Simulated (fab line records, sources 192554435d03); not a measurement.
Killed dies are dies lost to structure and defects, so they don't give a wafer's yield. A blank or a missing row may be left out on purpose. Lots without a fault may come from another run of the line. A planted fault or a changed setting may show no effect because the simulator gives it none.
Chamber matching | flow n5_finfet | N5_BEOL_M5_PRE_CLEAN_77 on cvd_co-02: 3 sister chambers
The step time 15 s. 22 wafers are shown with their chamber, then 11 later ones without.

WAFERS WITH THEIR CHAMBER
wafer  | chamber | heater_power_w (W)
L074.2 | 2       | 62
L074.5 | 1       | 116
L074.6 | 0       | 79
L076.1 | 1       | 117
L076.2 | 2       | 61
L076.4 | 2       | 63
L081.1 | 1       | 116
L081.3 | 0       | 80
L081.6 | 2       | 62
L082.1 | 0       | 80
L082.3 | 2       | 60
L082.4 | 0       | 80
L080.3 | 1       | 116
L080.5 | 0       | 81
L080.6 | 2       | 60
L083.1 | 2       | 61
L083.4 | 1       | 115
L083.6 | 0       | 79
L084.1 | 1       | 118
L084.2 | 0       | 79
L084.4 | 0       | 79
L087.2 | 1       | 118

SIGNATURES (means of the wafers above)
reading        | chamber 0 | chamber 1 | chamber 2 | scatter within a chamber
heater_power_w | 79.62     | 116.57    | 61.29     | 1
Rule: a wafer's distance from a chamber is the root of the sum, over the readings, of the square of ((its reading less the chamber's mean) divided by the reading's scatter). The wafer belongs to the nearest chamber; if the next one is less than 2 further off, it can't be placed. The scatter: the root of (the sum of the squares of (reading less its chamber's mean) over the shown wafers, divided by (wafers less chambers)).

WAFERS WITHOUT THEIR CHAMBER
wafer  | heater_power_w (W)
L087.3 | 59
L087.5 | 61
L089.2 | 63
L089.4 | 61
L089.5 | 121
L096.1 | 111
L096.2 | 82
L096.3 | 63
L097.4 | 112
L097.5 | 82
L097.6 | 62

WHICH CHAMBER EACH WENT THROUGH
wafer  | from the rows above | in truth
L087.3 | 2                   | 2
L087.5 | 2                   | 2
L089.2 | 2                   | 2
L089.4 | 2                   | 2
L089.5 | 1                   | 1
L096.1 | 1                   | 1
L096.2 | 0                   | 0
L096.3 | 2                   | 2
L097.4 | 1                   | 1
L097.5 | 0                   | 0
L097.6 | 2                   | 2
Placed correctly: 11 of 11. Can't be placed from these rows: 0. Placed wrongly: 0.
